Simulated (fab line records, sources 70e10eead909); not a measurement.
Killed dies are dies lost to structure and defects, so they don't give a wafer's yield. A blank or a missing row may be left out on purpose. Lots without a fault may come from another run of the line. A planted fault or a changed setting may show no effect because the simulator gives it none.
Chamber matching | flow nand_harc | NHARC_A_M1_PRE_CLEAN_32 on pecvd-03: 3 sister chambers
The step time 12 s. 6 wafers are shown with their chamber, then 7 later ones without.

WAFERS WITH THEIR CHAMBER
wafer  | chamber | heater_power_w (W)
L079.3 | 2       | 715
L081.1 | 2       | 679
L088.4 | 0       | 860
L088.5 | 1       | 738
L089.1 | 1       | 702
L089.2 | 0       | 841

WAFERS WITHOUT THEIR CHAMBER
wafer  | heater_power_w (W)
L089.4 | 718
L089.3 | 707
L089.5 | 833
L089.6 | 710
L090.1 | 664
L090.2 | 744
L090.3 | 818

WHICH CHAMBER EACH WENT THROUGH
wafer  | from the rows above     | in truth
L089.4 | can't be placed: 1 or 2 | 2
L089.3 | can't be placed: 2 or 1 | 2
L089.5 | 0                       | 0
L089.6 | can't be placed: 1 or 2 | 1
L090.1 | can't be placed: 2 or 1 | 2
L090.2 | can't be placed: 1 or 2 | 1
L090.3 | 0                       | 0
Placed correctly: 2 of 7. Can't be placed from these rows: 5 (the true chamber is among the candidates in 5). Placed wrongly: 0.
How it was worked out, from the rows above alone: a wafer's distance from a chamber is the root of the sum, over the readings, of the square of ((its reading less the chamber's mean) divided by the reading's scatter). The wafer belongs to the nearest chamber; if the next one is less than 2 further off, it can't be placed. A chamber's mean is the mean of its shown wafers. The scatter: the root of (the sum of the squares of (reading less its chamber's mean) over the shown wafers, divided by (wafers less chambers)).
